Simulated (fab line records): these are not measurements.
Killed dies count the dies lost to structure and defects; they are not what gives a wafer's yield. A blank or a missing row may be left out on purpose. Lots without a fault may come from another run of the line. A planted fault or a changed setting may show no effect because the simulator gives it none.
fab line records    flow n5Finfet
record lots=6  wafers=18  lastDay=18
route steps=1938 shown BEOL_M4@1028
lots that met no fault: taken from a fault-free run of the same line
startH: start of the lot's first displayed wafer, in hours after the record's first day    waitH: time in hours since the lot's previous step    " identical to the entry in the row above    L1.1+2: one row covering several wafers at once    - no value, or no start given    * or withheld: withheld    < > ~ a bound
route shown NAME@n: NAME is a module with steps in the file, n the number in the route of the first one    usual: average and standard deviation across the fault-free wafers    same: alike in all rows    chamber/n: place in a boat    sites: each site's reading    _std_site: standard deviation of those values    _edge_site: inner sites' mean taken away from outer sites' mean    radiusMm: how far each site lies from the wafer's centre    mask NAME#n: copy n    behind: the most recent tool/chamber to have shaped the wafer    hold: cause of the lot's hold/its duration in hours/its outcome    device: which transistor (n, p or np) failed to switch    end of line: at the end of the route, the tests of the same wafers    a step given without rows: its recipe and nothing more    killed: dies lost to structure and defects at the first sort, not the wafer's yield    map: a wafer's dies, marking killed ones x, the rest . and places with no die _
set.NAME: the setting the step ran with; set.NAME@STEP: the setting that earlier step ran with    model.NAME: the simulator's own value behind a step, which no gauge read
lots at selected steps of the route; one table per step, one row per wafer
services: from which hour (startH, from the record's first day; less than 0 if before it) a tool's chamber was out of use, for how many hours, and why
## steps
# step N5_BEOL_M4_COAT_05
# recipe resist=CAR-EUV  spinRpm=1500  resistThkNm=30
# step N5_BEOL_M4_EBR_07
# recipe solvent=PGMEA  ebrWidthMm=1.5
# step N5_BEOL_M4_SOFTBAKE_06
# recipe tempC=110  timeS=60  resist=CAR-EUV
# step N5_BEOL_M4_EXPOSE_08
# recipe maskId=M4  na=0.33  sourceShape=dipole  sigmaInner=0.369  sigmaOuter=0.767  polarization=unpolarized  doseMj=41.25
# step N5_BEOL_M4_PEB_09
# recipe pebTempC=100  pebTimeS=60  resist=CAR-EUV
# step N5_BEOL_M4_DEVELOP_10
# recipe developTimeS=30  developer=TMAH  resist=CAR-EUV  rinseLiquid=surfactantRinse  dry=airSpin  devTempC=23
# step N5_BEOL_M4_CD_MEAS_11
# recipe targetCdNm=16.79  landingEnergyEv=500  detector=seInlens  polarity=opening
# usual cdNm=16.72/0.25
lot.wafer  tool      chamber  startH  waitH  cdNm
L355.1     cdSem-03  0        204.21  -      17.17
L355.3     "         0        "       "      16.94
L355.6     "         0        "       "      16.96
L360.3     cdSem-01  0        226.87  -      17.11
L360.4     "         0        "       "      16.57
L360.6     "         0        "       "      16.35
L369.1     cdSem-01  0        275.33  -      17.37
L369.3     "         0        "       "      16.68
L369.4     "         0        "       "      16.69
L371.4     cdSem-02  0        302.66  -      16.65
L371.5     "         0        "       "      16.48
L371.6     "         0        "       "      16.70
L372.1     cdSem-01  0        302.83  -      16.62
L372.2     "         0        "       "      16.37
L372.4     "         0        "       "      17.02
L373.2     cdSem-03  0        309.82  -      16.64
L373.5     "         0        "       "      16.54
L373.6     "         0        "       "      16.63
# step N5_BEOL_M4_OVL_MEAS_12
# recipe pointsPerWafer=522
# usual M4_OVL=0.1/0.84
lot.wafer  tool        chamber  startH  waitH  M4_OVL[nm]
L355.1     overlay-02  0        204.24  0.0    0.6
L355.3     "           0        "       "      0.4
L355.6     "           0        "       "      0.9
L360.3     overlay-01  0        226.91  0.0    -0.1
L360.4     "           0        "       "      1.4
L360.6     "           0        "       "      0.9
L369.1     overlay-01  0        275.36  0.0    -0.2
L369.3     "           0        "       "      0.0
L369.4     "           0        "       "      0.3
L371.4     overlay-01  0        302.71  0.0    -0.1
L371.5     "           0        "       "      0.5
L371.6     "           0        "       "      -0.2
L372.1     overlay-01  0        302.86  0.0    -0.1
L372.2     "           0        "       "      0.9
L372.4     "           0        "       "      0.2
L373.2     overlay-01  0        309.86  0.0    -0.2
L373.5     "           0        "       "      0.0
L373.6     "           0        "       "      -1.0
# step N5_BEOL_M4_INSPECT_13
# recipe mode=adi  inspectInstrument=brightfield
# usual rawDefectCount=425/100
lot.wafer  tool              chamber  startH  waitH  rawDefectCount
L355.1     defectInspect-01  -        204.30  0.1    788
L355.3     "                 -        "       "      606
L355.6     "                 -        "       "      618
L360.3     defectInspect-02  -        226.95  0.0    396
L360.4     "                 -        "       "      384
L360.6     "                 -        "       "      486
L369.1     defectInspect-01  -        275.41  0.1    361
L369.3     "                 -        "       "      484
L369.4     "                 -        "       "      492
L371.4     defectInspect-02  -        302.76  0.0    497
L371.5     "                 -        "       "      372
L371.6     "                 -        "       "      401
L372.1     defectInspect-02  -        302.91  0.1    284
L372.2     "                 -        "       "      445
L372.4     "                 -        "       "      504
L373.2     defectInspect-02  -        309.91  0.0    332
L373.5     "                 -        "       "      373
L373.6     "                 -        "       "      365
# step N5_BEOL_M4_DESCUM_16
# recipe chemistry=O2  timeS=7  sourcePowerW=50  biasPowerW=20  pressureMtorr=20  rfFrequencyHz=2.712e+07  tempC=40  resist=CAR-EUV  o2FlowSccm=225
# usual drypumpMotorCurrentA=5.7/0.41  oesProductAu=0.80/0.079  rfVppV=243.1/1.3  showerheadPlenumPTorr=2.09/0.073  throttleValvePct=20.31/0.19
# same timeS=7
lot.wafer  tool        chamber  startH  waitH  drypumpMotorCurrentA  oesProductAu  rfHoursCounterH  rfVppV  showerheadPlenumPTorr  throttleValvePct
L355.1     rieDiel-04  3        204.44  0.1    5.2                   0.82          96               239.9   2.02                   20.49
L355.3     "           0        "       "      6.0                   0.77          131              241.6   2.00                   20.09
L355.6     "           3        "       "      5.2                   0.82          -                243.1   2.02                   20.49
L360.3     rieDiel-04  2        226.99  0.0    6.0                   0.70          206              242.3   2.09                   20.26
L360.4     "           0        "       "      6.0                   0.77          140              242.3   1.99                   20.12
L360.6     "           3        "       "      5.2                   0.82          -                243.1   2.02                   20.51
L369.1     rieDiel-04  2        275.61  0.2    6.0                   0.69          222              243.4   2.08                   20.29
L369.3     "           0        "       "      6.0                   0.76          155              241.4   1.99                   20.13
L369.4     "           1        "       "      5.9                   0.89          22               246.0   2.14                   20.37
L371.4     rieDiel-04  0        302.79  0.0    6.0                   0.75          163              243.6   1.99                   20.15
L371.5     "           1        "       "      5.8                   0.87          -                242.4   2.13                   20.39
L371.6     "           2        "       "      6.0                   0.68          -                242.1   2.08                   20.31
L372.1     rieDiel-01  3        302.95  0.0    6.1                   0.90          28               242.1   2.02                   19.86
L372.2     "           0        "       "      5.2                   0.79          121              244.1   2.19                   20.48
L372.4     "           1        "       "      5.3                   0.91          20               242.4   2.02                   20.25
L373.2     rieDiel-01  1        309.96  0.1    5.3                   0.90          21               241.7   2.02                   20.24
L373.5     "           1        "       "      5.3                   0.91          -                242.4   2.02                   20.24
L373.6     "           2        "       "      5.6                   0.80          -                241.9   2.04                   20.41
# step N5_BEOL_M4_ETCH_74
# recipe chemistry=N2/H2  target=underlayer  targetDepthA=65  maskMaterial=CAR-EUV  timeS=5.2  ionEnergyEv=200  pressureMtorr=30  sourceW=840  biasW=150  n2FlowSccm=200  h2FlowSccm=200  ends=cleared
# usual biasW=150.1/0.45  drypumpMotorCurrentA=5.7/0.41  etchRfOnTimeS=5.15/0.17  oesProductAu=0.69/0.071  rfVppV=524.0/2.8  showerheadPlenumPTorr=2.54/0.086  throttleValvePct=17.78/0.18
lot.wafer  tool        chamber  startH  waitH  biasW  drypumpMotorCurrentA  etchRfOnTimeS  oesProductAu  rfHoursCounterH  rfVppV  showerheadPlenumPTorr  throttleValvePct
L355.1     rieDiel-04  3        204.48  0.0    149.7  5.1                   5.20           0.70          96               521.4   2.46                   17.88
L355.3     "           0        "       "      150.2  6.0                   5.15           0.66          131              518.7   2.45                   17.64
L355.6     "           3        "       "      149.2  5.2                   5.25           0.69          -                521.2   2.46                   17.85
L360.3     rieDiel-04  2        227.02  0.0    150.1  6.0                   5.31           0.59          206              522.3   2.52                   17.65
L360.4     "           0        "       "      149.7  5.9                   5.12           0.66          140              522.1   2.45                   17.68
L360.6     "           3        "       "      150.1  5.1                   5.26           0.68          -                522.0   2.45                   17.91
L369.1     rieDiel-04  2        275.64  0.0    149.7  6.0                   5.38           0.58          222              525.5   2.52                   17.70
L369.3     "           0        "       "      150.4  5.9                   5.27           0.64          155              521.2   2.44                   17.68
L369.4     "           1        "       "      150.1  5.9                   5.09           0.76          22               525.5   2.61                   17.91
L371.4     rieDiel-04  0        302.83  0.0    149.2  6.0                   5.16           0.64          163              521.3   2.44                   17.71
L371.5     "           1        "       "      151.0  5.8                   5.08           0.75          -                526.1   2.61                   17.93
L371.6     "           2        "       "      150.1  6.0                   5.36           0.58          -                522.5   2.51                   17.69
L372.1     rieDiel-01  3        302.98  0.0    150.4  6.2                   5.04           0.78          28               523.0   2.50                   17.72
L372.2     "           0        "       "      150.5  5.2                   5.14           0.67          121              528.7   2.66                   17.91
L372.4     "           1        "       "      150.2  5.3                   5.00           0.78          20               524.7   2.48                   17.79
L373.2     rieDiel-01  1        310.00  0.0    149.7  5.3                   5.07           0.78          21               523.7   2.48                   17.79
L373.5     "           1        "       "      149.1  5.3                   5.07           0.77          -                521.9   2.48                   17.81
L373.6     "           2        "       "      150.0  5.6                   5.28           0.68          -                522.1   2.45                   17.59
# step N5_BEOL_M4_ETCH_63
# recipe chemistry=CF4  target=SiARC  targetDepthA=156  maskMaterial=CAR-EUV  timeS=26  ionEnergyEv=80  pressureMtorr=40  sourceW=545  biasW=36  Ar_flow_sccm=100  cf4FlowSccm=100  ends=cleared
# usual biasW=35.99/0.099  drypumpMotorCurrentA=5.7/0.41  etchRfOnTimeS=25.8/0.78  oesProductAu=0.69/0.071  rfVppV=184.1/1.1  showerheadPlenumPTorr=2.14/0.064  throttleValvePct=15.52/0.15
lot.wafer  tool        chamber  startH  waitH  biasW  drypumpMotorCurrentA  etchRfOnTimeS  oesProductAu  rfHoursCounterH  rfVppV  showerheadPlenumPTorr  throttleValvePct
L355.1     rieDiel-04  3        204.49  0.0    35.81  5.1                   26.0           0.71          96               182.2   2.07                   15.60
L355.3     "           0        "       "      36.03  6.0                   25.8           0.67          131              182.0   2.08                   15.44
L355.6     "           3        "       "      35.95  5.2                   26.2           0.69          -                183.0   2.07                   15.62
L360.3     rieDiel-04  2        227.04  0.0    35.96  6.0                   26.7           0.60          206              184.3   2.13                   15.49
L360.4     "           0        "       "      35.89  6.0                   25.7           0.67          140              184.2   2.08                   15.47
L360.6     "           3        "       "      35.86  5.1                   26.2           0.69          -                185.6   2.06                   15.61
L369.1     rieDiel-04  2        275.66  0.0    36.04  6.0                   26.6           0.59          222              183.6   2.12                   15.52
L369.3     "           0        "       "      35.83  5.9                   25.7           0.66          155              183.9   2.07                   15.50
L369.4     "           1        "       "      35.96  5.9                   25.4           0.77          22               185.3   2.18                   15.45
L371.4     rieDiel-04  0        302.84  0.0    35.82  5.9                   25.6           0.64          163              183.0   2.07                   15.50
L371.5     "           1        "       "      35.88  5.9                   25.3           0.75          -                185.6   2.18                   15.46
L371.6     "           2        "       "      36.14  6.0                   26.6           0.58          -                182.6   2.12                   15.55
L372.1     rieDiel-01  3        303.00  0.0    36.07  6.1                   25.4           0.79          28               183.6   2.09                   15.24
L372.2     "           0        "       "      35.91  5.2                   26.1           0.66          121              185.3   2.23                   15.58
L372.4     "           1        "       "      35.99  5.4                   25.5           0.77          20               184.4   2.09                   15.50
L373.2     rieDiel-01  1        310.01  0.0    35.86  5.3                   25.0           0.77          21               183.8   2.09                   15.52
L373.5     "           1        "       "      35.99  5.3                   25.0           0.78          -                184.6   2.09                   15.50
L373.6     "           2        "       "      36.05  5.6                   25.7           0.70          -                183.5   2.07                   15.46
# step N5_BEOL_M4_ETCH_64
# recipe chemistry=N2/H2  target=SOC  targetDepthA=750  overetchA=225  maskMaterial=SiARC  tempC=40  timeS=121.9  ionEnergyEv=200  pressureMtorr=30  sourceW=840  biasW=150  n2FlowSccm=200  h2FlowSccm=200
# usual biasW=150.0/0.5  drypumpMotorCurrentA=5.7/0.41  oesProductAu=0.61/0.057  rfVppV=523.8/2.4  showerheadPlenumPTorr=2.54/0.086  throttleValvePct=17.73/0.18
# same timeS=121.9
lot.wafer  tool        chamber  startH  waitH  biasW  drypumpMotorCurrentA  oesProductAu  rfHoursCounterH  rfVppV  showerheadPlenumPTorr  throttleValvePct  model.SiARC_of_BEOL_M4_COAT_62.thkNm
L355.1     rieDiel-04  3        204.52  0.0    150.1  5.1                   0.63          96               521.9   2.46                   17.83             6.6
L355.3     "           0        "       "      149.9  6.0                   0.60          131              521.2   2.45                   17.60             6.4
L355.6     "           3        "       "      150.2  5.1                   0.63          -                520.1   2.46                   17.83             6.6
L360.3     rieDiel-04  2        227.07  0.0    149.6  6.0                   0.53          206              524.6   2.52                   17.60             6.6
L360.4     "           0        "       "      150.3  5.9                   0.58          140              521.1   2.45                   17.60             6.4
L360.6     "           3        "       "      150.7  5.1                   0.61          -                520.6   2.45                   17.84             6.6
L369.1     rieDiel-04  2        275.69  0.0    149.6  6.0                   0.53          222              522.3   2.51                   17.65             6.8
L369.3     "           0        "       "      175.7  6.0                   0.58          155              575.6   2.44                   17.65             5.2
L369.4     "           1        "       "      149.8  5.8                   0.67          22               525.0   2.61                   17.85             6
L371.4     rieDiel-04  0        302.87  0.0    176.4  5.9                   0.56          163              575.3   2.44                   17.66             5.2
L371.5     "           1        "       "      149.4  5.9                   0.65          -                526.2   2.61                   17.88             6
L371.6     "           2        "       "      150.0  6.0                   0.52          -                524.1   2.51                   17.66             6.6
L372.1     rieDiel-01  3        303.03  0.0    150.4  6.1                   0.69          28               521.6   2.50                   17.68             6.2
L372.2     "           0        "       "      150.4  5.2                   0.59          121              525.6   2.66                   17.84             6.2
L372.4     "           1        "       "      150.0  5.4                   0.69          20               521.4   2.48                   17.74             6
L373.2     rieDiel-01  1        310.04  0.0    149.3  5.4                   0.68          21               521.3   2.48                   17.75             6
L373.5     "           1        "       "      149.2  5.3                   0.67          -                523.5   2.48                   17.74             6
L373.6     "           2        "       "      149.5  5.6                   0.61          -                520.8   2.45                   17.57             6.4
# step N5_BEOL_M4_STRIP_65
# recipe chemistry=N2/H2  tempC=40  n2FlowSccm=200  h2FlowSccm=200  rfFrequencyHz=6e+07
# step N5_BEOL_M4_RC_MEAS_101
# usual DIBL_N=36.4/2.7  DIBL_P=36/3.2  IOFF_N=0.16/0.046  IOFF_P=0.21/0.055  ION_N=677/15  ION_P=464/11  SS_N=71.5/0.79  SS_P=73.3/0.93  VT_N=250/4.1  VT_P=-251/4.4
lot.wafer  tool       chamber  startH  waitH  DIBL_N[mV/V]  DIBL_P[mV/V]  IOFF_N[nA/um]  IOFF_P[nA/um]  ION_N[uA/um]  ION_P[uA/um]  SS_N[mV/dec]  SS_P[mV/dec]  VT_N[mV]  VT_P[mV]
L355.1     prober-02  0        216.76  0.0    36.4          35            0.16           0.16           673           454           71.5          73.0          251       -253
L355.3     "          0        "       "      36.5          36            0.17           0.19           696           478           72.0          73.5          248       -254
L355.6     "          0        "       "      38.9          39            0.19           0.23           671           459           73.0          73.8          248       -250
L360.3     prober-02  0        238.53  0.3    35.7          34            0.13           0.17           669           457           71.1          72.8          253       -254
L360.4     "          0        "       "      37.1          37            0.18           0.22           701           478           71.4          74.4          245       -251
L360.6     "          0        "       "      37.6          38            0.18           0.22           683           462           71.9          74.0          247       -250
L369.1     prober-02  0        293.05  0.0    38.5          38            0.19           0.24           681           463           71.5          73.9          248       -248
L369.3     "          0        "       "      38.0          38            0.19           0.26           679           471           72.1          74.8          245       -246
L369.4     "          0        "       "      36.0          35            0.15           0.20           673           455           70.3          73.7          251       -250
L371.4     prober-02  0        317.09  0.5    39.8          40            0.23           0.26           692           470           72.3          74.0          245       -246
L371.5     "          0        "       "      37.0          37            0.17           0.21           698           472           71.3          73.3          248       -250
L371.6     "          0        "       "      40.3          42            0.26           0.30           696           471           73.2          74.7          244       -246
L372.1     prober-02  0        319.05  0.0    37.4          36            0.16           0.21           681           465           70.7          73.3          248       -250
L372.2     "          0        "       "      36.8          36            0.15           0.19           670           456           70.8          73.2          250       -254
L372.4     "          0        "       "      37.1          36            0.17           0.20           697           477           70.7          72.9          248       -253
L373.2     prober-01  0        319.60  0.2    35.0          35            0.14           0.15           662           449           71.4          72.9          252       -256
L373.5     "          0        "       "      36.2          36            0.15           0.15           667           447           72.0          73.0          251       -257
L373.6     "          0        "       "      29.7          30            0.07           0.10           631           438           70.5          71.5          260       -263
## services
tool        chamber  startH  hours  kind
rieDiel-04  3        185.80  9.3    repair
rieDiel-04  1        195.45  -      clean
rieDiel-04  1        195.45  -      consumableReplace:focusRing
rieDiel-04  1        195.45  17.4   scheduledDown
rieDiel-04  1        195.45  17.4   ventCycle
rieDiel-01  3        205.59  -      clean
rieDiel-01  3        205.59  -      consumableReplace:focusRing
rieDiel-01  3        205.59  19.6   scheduledDown
rieDiel-01  3        205.59  19.6   ventCycle
rieDiel-01  1        225.32  -      clean
rieDiel-01  1        225.32  -      consumableReplace:focusRing
rieDiel-01  1        225.32  22.4   scheduledDown
rieDiel-01  1        225.32  22.4   ventCycle
rieDiel-01  -        284.58  0.4    repair
## key
firstSign step=N5_BEOL_M4_ETCH_64  reading=biasW  direction=up  sigmas=52  usual=*  struck=*
effect step=N5_BEOL_M4_ETCH_64  reading=rfVppV  direction=up  sigmas=21  usual=523.8  struck=575.4
modelEffect step=N5_BEOL_M4_ETCH_64  value=SiARC_of_BEOL_M4_COAT_62.thkNm  without=6.4  struck=5.2
metAt N5_BEOL_M4_ETCH_64
struckWafers L369.3,L371.4
onsetBetween 227.07 275.69
fault kind=processParameterDrift  tool=rieDiel-04  chamber=0  onsetH=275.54  steps=N5_BEOL_M4_ETCH_64  channel=biasW  offset=*  shape=step  endH=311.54  actsIn=*  stated=*
